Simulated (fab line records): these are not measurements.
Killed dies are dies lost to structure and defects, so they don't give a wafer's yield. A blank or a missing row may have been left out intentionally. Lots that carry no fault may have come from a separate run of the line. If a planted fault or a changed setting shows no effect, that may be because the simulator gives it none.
Which of the tools did it? || flow n5 finfet || 27 wafers from 9 lots sampled at 7 of the route's 1938 steps

== WHAT THE GAUGES READ, wafer by wafer ==
N5_ZERO_LAYER_INSPECT_20: inspects for defects (darkfield). Usual: raw defect count reads 38 (standard deviation 20).
{"lot": "L452", "measured": "day 1 13:23", "on": "defect inspect-02", "raw defect count": "50 49 30", "flag": ""}
{"lot": "L454", "measured": "day 2 01:24", "on": "defect inspect-01", "raw defect count": "33 31 41", "flag": ""}
{"lot": "L461", "measured": "day 3 19:23", "on": "defect inspect-02", "raw defect count": "14 25 28", "flag": ""}
{"lot": "L464", "measured": "day 4 13:23", "on": "defect inspect-02", "raw defect count": "20 27 17", "flag": ""}
{"lot": "L465", "measured": "day 4 19:25", "on": "defect inspect-02", "raw defect count": "25 27 22", "flag": ""}
{"lot": "L468", "measured": "day 5 13:20", "on": "defect inspect-01", "raw defect count": "39 28 21", "flag": ""}
{"lot": "L471", "measured": "day 6 07:34", "on": "defect inspect-01", "raw defect count": "27 20 22", "flag": ""}
{"lot": "L473", "measured": "day 6 19:15", "on": "defect inspect-01", "raw defect count": "38 63 102", "flag": ""}
{"lot": "L475", "measured": "day 7 07:16", "on": "defect inspect-01", "raw defect count": "48 38 28", "flag": ""}

N5_WELL_APT_INSPECT_38: inspects for defects (darkfield). Usual: raw defect count reads 13 (standard deviation 4.9).
{"lot": "L452", "measured": "day 1 19:19", "on": "defect inspect-01", "raw defect count": "12 7 35", "flag": ""}
{"lot": "L454", "measured": "day 2 04:45", "on": "defect inspect-01", "raw defect count": "13 18 9", "flag": ""}
{"lot": "L461", "measured": "day 3 23:02", "on": "defect inspect-01", "raw defect count": "14 7 16", "flag": ""}
{"lot": "L464", "measured": "day 4 17:09", "on": "defect inspect-02", "raw defect count": "389 397 380", "flag": "OFF"}
{"lot": "L465", "measured": "day 4 22:41", "on": "defect inspect-01", "raw defect count": "389 423 424", "flag": "OFF"}
{"lot": "L468", "measured": "day 5 16:29", "on": "defect inspect-02", "raw defect count": "13 13 18", "flag": ""}
{"lot": "L471", "measured": "day 6 11:20", "on": "defect inspect-02", "raw defect count": "21 15 23", "flag": ""}
{"lot": "L473", "measured": "day 6 23:22", "on": "defect inspect-02", "raw defect count": "11 13 12", "flag": ""}
{"lot": "L475", "measured": "day 7 11:10", "on": "defect inspect-02", "raw defect count": "16 16 10", "flag": ""}

N5_PMOS_HMC_CHANNEL_EPI_INSPECT_11: inspects for defects (macro). Usual: raw defect count reads 2.2 (standard deviation 1.5).
{"lot": "L452", "measured": "day 1 19:41", "on": "defect inspect-01", "raw defect count": "2 2 5", "flag": ""}
{"lot": "L454", "measured": "day 2 05:07", "on": "defect inspect-01", "raw defect count": "2 5 4", "flag": ""}
{"lot": "L461", "measured": "day 3 23:32", "on": "defect inspect-02", "raw defect count": "0 2 0", "flag": ""}
{"lot": "L464", "measured": "day 4 17:31", "on": "defect inspect-01", "raw defect count": ">300 >300 >300", "flag": "OFF"}
{"lot": "L465", "measured": "day 4 23:11", "on": "defect inspect-02", "raw defect count": ">300 >300 >300", "flag": "OFF"}
{"lot": "L468", "measured": "day 5 17:00", "on": "defect inspect-02", "raw defect count": "0 3 0", "flag": ""}
{"lot": "L471", "measured": "day 6 16:34", "on": "defect inspect-02", "raw defect count": "2 1 3", "flag": ""}
{"lot": "L473", "measured": "day 6 23:52", "on": "defect inspect-02", "raw defect count": "2 3 3", "flag": ""}
{"lot": "L475", "measured": "day 7 11:32", "on": "defect inspect-02", "raw defect count": "0 1 0", "flag": ""}

N5_BEOL_M4_RC_MEAS_101. Usual: DIBL_N 35.9 mV/V, standard deviation 1.4; DIBL_P 35.9 mV/V, standard deviation 1.7; IOFF_N 0.155 nA/um, standard deviation 0.023; IOFF_P 0.201 nA/um, standard deviation 0.029; ION_N 672 uA/um, standard deviation 8.8; ION_P 460 uA/um, standard deviation 7; SS_N 71.6 mV/dec, standard deviation 0.48; SS_P 73.1 mV/dec, standard deviation 0.64; VT_N 250.0 mV, standard deviation 3; VT_P -251.6 mV, standard deviation 3.
{"lot": "L452", "measured": "day 8 02:14", "on": "prober-02", "DIBL_N (mV/V)": "34.6 38.2 37.1", "DIBL_P (mV/V)": "35.1 38.6 37.4", "IOFF_N (nA/um)": "0.131 0.191 0.174", "IOFF_P (nA/um)": "0.195 0.252 0.229", "ION_N (uA/um)": "667 680 672", "ION_P (uA/um)": "460 464 459", "SS_N (mV/dec)": "71.7 72.2 71.7", "SS_P (mV/dec)": "73.3 74.6 74.0", "VT_N (mV)": "250.4 245.9 247.3", "VT_P (mV)": "-252.1 -250.6 -249.8", "flag": ""}
{"lot": "L454", "measured": "day 8 14:56", "on": "prober-02", "DIBL_N (mV/V)": "35.3 35.4 36.0", "DIBL_P (mV/V)": "34.0 34.6 36.0", "IOFF_N (nA/um)": "0.146 0.144 0.163", "IOFF_P (nA/um)": "0.207 0.206 0.232", "ION_N (uA/um)": "672 670 688", "ION_P (uA/um)": "469 462 475", "SS_N (mV/dec)": "71.8 71.1 72.0", "SS_P (mV/dec)": "72.6 73.0 73.2", "VT_N (mV)": "252.7 250.4 248.6", "VT_P (mV)": "-248.6 -247.5 -247.8", "flag": ""}
{"lot": "L461", "measured": "day 10 18:28", "on": "prober-02", "DIBL_N (mV/V)": "33.1 35.3 33.2", "DIBL_P (mV/V)": "31.8 34.6 32.0", "IOFF_N (nA/um)": "0.114 0.157 0.117", "IOFF_P (nA/um)": "0.162 0.205 0.164", "ION_N (uA/um)": "657 674 674", "ION_P (uA/um)": "454 459 458", "SS_N (mV/dec)": "71.0 71.5 69.9", "SS_P (mV/dec)": "72.5 73.1 71.5", "VT_N (mV)": "251.4 247.7 253.3", "VT_P (mV)": "-253.1 -252.2 -252.7", "flag": ""}
{"lot": "L464", "measured": "day 11 05:29", "on": "prober-02", "DIBL_N (mV/V)": "36.2 35.2 37.1", "DIBL_P (mV/V)": "34.6 33.5 35.2", "IOFF_N (nA/um)": "0.138 0.123 0.146", "IOFF_P (nA/um)": "0.180 0.166 0.188", "ION_N (uA/um)": "671 666 672", "ION_P (uA/um)": "461 453 462", "SS_N (mV/dec)": "70.9 70.5 71.4", "SS_P (mV/dec)": "72.2 72.1 72.7", "VT_N (mV)": "249.2 253.1 251.4", "VT_P (mV)": "-253.5 -256.0 -252.9", "flag": ""}
{"lot": "L465", "measured": "day 11 08:53", "on": "prober-02", "DIBL_N (mV/V)": "36.8 36.6 38.6", "DIBL_P (mV/V)": "35.0 35.1 36.8", "IOFF_N (nA/um)": "0.145 0.154 0.183", "IOFF_P (nA/um)": "0.215 0.227 0.245", "ION_N (uA/um)": "666 675 684", "ION_P (uA/um)": "462 469 464", "SS_N (mV/dec)": "71.4 71.7 71.6", "SS_P (mV/dec)": "72.6 73.5 74.0", "VT_N (mV)": "251.2 250.8 248.2", "VT_P (mV)": "-248.6 -249.7 -249.9", "flag": ""}
{"lot": "L468", "measured": "day 12 05:29", "on": "prober-01", "DIBL_N (mV/V)": "38.6 39.0 37.4", "DIBL_P (mV/V)": "36.4 37.3 35.3", "IOFF_N (nA/um)": "0.165 0.177 0.144", "IOFF_P (nA/um)": "0.210 0.217 0.196", "ION_N (uA/um)": "677 675 675", "ION_P (uA/um)": "464 457 458", "SS_N (mV/dec)": "71.7 71.8 71.4", "SS_P (mV/dec)": "73.7 74.6 73.4", "VT_N (mV)": "249.1 250.3 247.9", "VT_P (mV)": "-251.6 -251.7 -251.1", "flag": ""}
{"lot": "L471", "measured": "day 12 22:56", "on": "prober-01", "DIBL_N (mV/V)": "36.6 36.3 35.4", "DIBL_P (mV/V)": "37.5 37.9 36.6", "IOFF_N (nA/um)": "0.168 0.170 0.149", "IOFF_P (nA/um)": "0.213 0.217 0.199", "ION_N (uA/um)": "682 676 668", "ION_P (uA/um)": "461 460 461", "SS_N (mV/dec)": "72.3 72.0 72.8", "SS_P (mV/dec)": "73.8 74.1 73.7", "VT_N (mV)": "248.7 248.1 250.8", "VT_P (mV)": "-250.7 -251.7 -250.6", "flag": ""}
{"lot": "L473", "measured": "day 13 16:23", "on": "prober-01", "DIBL_N (mV/V)": "35.4 36.3 37.0", "DIBL_P (mV/V)": "36.7 38.7 39.4", "IOFF_N (nA/um)": "0.188 0.205 0.231", "IOFF_P (nA/um)": "0.220 0.250 0.267", "ION_N (uA/um)": "688 680 676", "ION_P (uA/um)": "469 465 462", "SS_N (mV/dec)": "71.3 71.7 72.3", "SS_P (mV/dec)": "73.3 73.7 74.4", "VT_N (mV)": "243.8 244.3 243.5", "VT_P (mV)": "-248.9 -249.2 -249.4", "flag": ""}
{"lot": "L475", "measured": "day 13 23:38", "on": "prober-02", "DIBL_N (mV/V)": "35.6 34.9 33.5", "DIBL_P (mV/V)": "34.0 34.2 32.8", "IOFF_N (nA/um)": "0.141 0.131 0.113", "IOFF_P (nA/um)": "0.186 0.198 0.168", "ION_N (uA/um)": "649 668 654", "ION_P (uA/um)": "448 462 454", "SS_N (mV/dec)": "71.7 71.1 71.0", "SS_P (mV/dec)": "72.6 73.4 72.6", "VT_N (mV)": "255.4 250.9 256.9", "VT_P (mV)": "-253.7 -251.9 -252.6", "flag": ""}

== WHAT TOOL EACH LOT RAN ON (gives the tool, then ch and the chambers of the sampled wafers, and finally the start) ==
{"lot": "L452", "N5_WELL_APT_RTA_34": "rtp anneal-01 ch 0, day 1 18:17", "N5_WELL_APT_EPI_41": "epi rpcvd-03 ch 0, day 1 18:45", "N5_PMOS_HMC_CHANNEL_EPI_DESCUM_14": "rie diel-01 ch 0,3, day 1 19:44"}
{"lot": "L454", "N5_WELL_APT_RTA_34": "rtp anneal-01 ch 0, day 2 03:41", "N5_WELL_APT_EPI_41": "epi rpcvd-03 ch 0, day 2 03:55", "N5_PMOS_HMC_CHANNEL_EPI_DESCUM_14": "rie diel-04 ch 0,1,2, day 2 05:33"}
{"lot": "L461", "N5_WELL_APT_RTA_34": "rtp anneal-02 ch 0, day 3 22:13", "N5_WELL_APT_EPI_41": "epi rpcvd-03 ch 0, day 3 22:42", "N5_PMOS_HMC_CHANNEL_EPI_DESCUM_14": "rie diel-04 ch 0,3, day 3 23:34"}
{"lot": "L464", "N5_WELL_APT_RTA_34": "rtp anneal-02 ch 0, day 4 16:05", "N5_WELL_APT_EPI_41": "epi rpcvd-03 ch 0, day 4 16:19", "N5_PMOS_HMC_CHANNEL_EPI_DESCUM_14": "rie diel-04 ch 0,2,3, day 4 17:33"}
{"lot": "L465", "N5_WELL_APT_RTA_34": "rtp anneal-02 ch 0, day 4 21:49", "N5_WELL_APT_EPI_41": "epi rpcvd-03 ch 0, day 4 22:03", "N5_PMOS_HMC_CHANNEL_EPI_DESCUM_14": "rie diel-01 ch 2,3, day 4 23:13"}
{"lot": "L468", "N5_WELL_APT_RTA_34": "rtp anneal-01 ch 0, day 5 15:40", "N5_WELL_APT_EPI_41": "epi rpcvd-02 ch 0, day 5 16:04", "N5_PMOS_HMC_CHANNEL_EPI_DESCUM_14": "rie diel-01 ch 1,3, day 5 17:02"}
{"lot": "L471", "N5_WELL_APT_RTA_34": "rtp anneal-02 ch 0, day 6 10:00", "N5_WELL_APT_EPI_41": "epi rpcvd-01 ch 0, day 6 10:14", "N5_PMOS_HMC_CHANNEL_EPI_DESCUM_14": "rie diel-04 ch 1,3, day 6 17:19"}
{"lot": "L473", "N5_WELL_APT_RTA_34": "rtp anneal-02 ch 0, day 6 22:02", "N5_WELL_APT_EPI_41": "epi rpcvd-01 ch 0, day 6 22:26", "N5_PMOS_HMC_CHANNEL_EPI_DESCUM_14": "rie diel-03 ch 0,1,2, day 7 00:52"}
{"lot": "L475", "N5_WELL_APT_RTA_34": "rtp anneal-01 ch 0, day 7 10:04", "N5_WELL_APT_EPI_41": "epi rpcvd-02 ch 0, day 7 10:27", "N5_PMOS_HMC_CHANNEL_EPI_DESCUM_14": "rie diel-01 ch 2,3, day 7 12:13"}
- N5_WELL_APT_RTA_34: time 10 s.
- N5_WELL_APT_EPI_41: deposits Si from SiH4/H2, target thk 50 nm, time 297.7 s.
- N5_PMOS_HMC_CHANNEL_EPI_DESCUM_14: chemistry O2, time 7.9 s.

== AS READ BY THE TOOLS THEMSELVES (means over the sampled wafers that have a number; for cases with no such wafer, the mark the record gives instead) ==
N5_WELL_APT_RTA_34. Usual: lamp power pct 13.00 %, standard deviation 0.051; wafer_temp_C_max 1003.5, standard deviation 1.1.
{"lot": "L452", "tool": "rtp anneal-01", "lamp power pct (%)": 13.07, "wafer_temp_C_max": 1004.5, "flag": ""}
{"lot": "L454", "tool": "rtp anneal-01", "lamp power pct (%)": 13.01, "wafer_temp_C_max": 1003.7, "flag": ""}
{"lot": "L461", "tool": "rtp anneal-02", "lamp power pct (%)": 12.97, "wafer_temp_C_max": 1003.0, "flag": ""}
{"lot": "L464", "tool": "rtp anneal-02", "lamp power pct (%)": 13.00, "wafer_temp_C_max": 1003.7, "flag": ""}
{"lot": "L465", "tool": "rtp anneal-02", "lamp power pct (%)": 13.01, "wafer_temp_C_max": 1003.5, "flag": ""}
{"lot": "L468", "tool": "rtp anneal-01", "lamp power pct (%)": 12.95, "wafer_temp_C_max": 1003.1, "flag": ""}
{"lot": "L471", "tool": "rtp anneal-02", "lamp power pct (%)": 13.02, "wafer_temp_C_max": 1003.0, "flag": ""}
{"lot": "L473", "tool": "rtp anneal-02", "lamp power pct (%)": 13.01, "wafer_temp_C_max": 1003.5, "flag": ""}
{"lot": "L475", "tool": "rtp anneal-01", "lamp power pct (%)": 13.01, "wafer_temp_C_max": 1003.3, "flag": ""}

N5_WELL_APT_EPI_41. Usual: lamp inner pct 15.1 %, standard deviation 0.92; susceptor temp C 650.05 C, standard deviation 0.27; throttle valve pct 11.0 %, standard deviation 0.48.
{"lot": "L452", "tool": "epi rpcvd-03", "lamp inner pct (%)": 14.5, "susceptor temp C (C)": 649.83, "throttle valve pct (%)": 10.6, "flag": ""}
{"lot": "L454", "tool": "epi rpcvd-03", "lamp inner pct (%)": 14.6, "susceptor temp C (C)": 649.71, "throttle valve pct (%)": 10.6, "flag": ""}
{"lot": "L461", "tool": "epi rpcvd-03", "lamp inner pct (%)": 14.5, "susceptor temp C (C)": 649.90, "throttle valve pct (%)": 10.7, "flag": ""}
{"lot": "L464", "tool": "epi rpcvd-03", "lamp inner pct (%)": 14.5, "susceptor temp C (C)": 650.40, "throttle valve pct (%)": 10.6, "flag": ""}
{"lot": "L465", "tool": "epi rpcvd-03", "lamp inner pct (%)": 14.5, "susceptor temp C (C)": 650.31, "throttle valve pct (%)": 10.6, "flag": ""}
{"lot": "L468", "tool": "epi rpcvd-02", "lamp inner pct (%)": 14.5, "susceptor temp C (C)": 649.95, "throttle valve pct (%)": 11.3, "flag": ""}
{"lot": "L471", "tool": "epi rpcvd-01", "lamp inner pct (%)": 16.5, "susceptor temp C (C)": 650.25, "throttle valve pct (%)": 11.7, "flag": ""}
{"lot": "L473", "tool": "epi rpcvd-01", "lamp inner pct (%)": 16.5, "susceptor temp C (C)": 650.06, "throttle valve pct (%)": 11.7, "flag": ""}
{"lot": "L475", "tool": "epi rpcvd-02", "lamp inner pct (%)": 14.4, "susceptor temp C (C)": 649.96, "throttle valve pct (%)": 11.2, "flag": ""}

N5_PMOS_HMC_CHANNEL_EPI_DESCUM_14. Usual: drypump motor current A 5.9 A, standard deviation 0.62; oes product au 0.74 a.u., standard deviation 0.066; rf vpp V 243.2 V, standard deviation 1.5; showerhead plenum p Torr 2.09 Torr, standard deviation 0.075; throttle valve pct 20.45 %, standard deviation 0.21.
{"lot": "L452", "tool": "rie diel-01", "drypump motor current A (A)": 6.0, "oes product au (a.u.)": 0.73, "rf vpp V (V)": 241.9, "showerhead plenum p Torr (Torr)": 2.00, "throttle valve pct (%)": 20.34, "flag": ""}
{"lot": "L454", "tool": "rie diel-04", "drypump motor current A (A)": 5.6, "oes product au (a.u.)": 0.75, "rf vpp V (V)": 243.8, "showerhead plenum p Torr (Torr)": 2.14, "throttle valve pct (%)": 20.51, "flag": ""}
{"lot": "L461", "tool": "rie diel-04", "drypump motor current A (A)": 6.3, "oes product au (a.u.)": 0.74, "rf vpp V (V)": 242.9, "showerhead plenum p Torr (Torr)": 2.06, "throttle valve pct (%)": 20.28, "flag": ""}
{"lot": "L464", "tool": "rie diel-04", "drypump motor current A (A)": 6.1, "oes product au (a.u.)": 0.74, "rf vpp V (V)": 242.9, "showerhead plenum p Torr (Torr)": 2.08, "throttle valve pct (%)": 20.41, "flag": ""}
{"lot": "L465", "tool": "rie diel-01", "drypump motor current A (A)": 6.5, "oes product au (a.u.)": 0.73, "rf vpp V (V)": 242.6, "showerhead plenum p Torr (Torr)": 2.05, "throttle valve pct (%)": 20.59, "flag": ""}
{"lot": "L468", "tool": "rie diel-01", "drypump motor current A (A)": 5.7, "oes product au (a.u.)": 0.77, "rf vpp V (V)": 242.7, "showerhead plenum p Torr (Torr)": 2.06, "throttle valve pct (%)": 20.34, "flag": ""}
{"lot": "L471", "tool": "rie diel-04", "drypump motor current A (A)": 6.3, "oes product au (a.u.)": 0.69, "rf vpp V (V)": 242.6, "showerhead plenum p Torr (Torr)": 2.04, "throttle valve pct (%)": 20.34, "flag": ""}
{"lot": "L473", "tool": "rie diel-03", "drypump motor current A (A)": 5.6, "oes product au (a.u.)": 0.74, "rf vpp V (V)": 243.3, "showerhead plenum p Torr (Torr)": 2.10, "throttle valve pct (%)": 20.44, "flag": ""}
{"lot": "L475", "tool": "rie diel-01", "drypump motor current A (A)": 6.3, "oes product au (a.u.)": 0.75, "rf vpp V (V)": 242.5, "showerhead plenum p Torr (Torr)": 2.03, "throttle valve pct (%)": 20.40, "flag": ""}

== THE ANSWER, worked out from the rows above alone ==
Rule: take the mean of a lot's wafers that have a number; if it is more than 3 standard deviations from the usual mean, the lot is off. Also off: a lot with no number at a reading for which 4 or more lots have one. Where the step has rows for the other lots, those lots are counted as sound. After the gauges, taken in route order, come the tools' own readings; for these a lot's mean is taken, as printed above. The first step at which some lot is off is used, and at that step the reading that is off furthest; a lot without a number counts as furthest.
Off: L464, L465 (N5_WELL_APT_INSPECT_38, raw defect count).
A tool fits if, at a process step before that reading, it ran every lot that is off, and no sound lot after the first of them. Gauges at N5_WELL_APT_INSPECT_38: tried the same way as those tools. One fits: N5_WELL_APT_EPI_41 on epi rpcvd-03. Its last sound lot is L461 (day 3 22:42), its first lot that is off L464 (day 4 16:19): a fault that began between those two fits.

== WHAT THE SIMULATOR HAD INSERTED ==
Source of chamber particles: epi rpcvd-03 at N5_WELL_APT_EPI_41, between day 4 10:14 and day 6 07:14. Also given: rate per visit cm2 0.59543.
Struck lots among those shown: L464, L465. This agrees with what the rule above found.
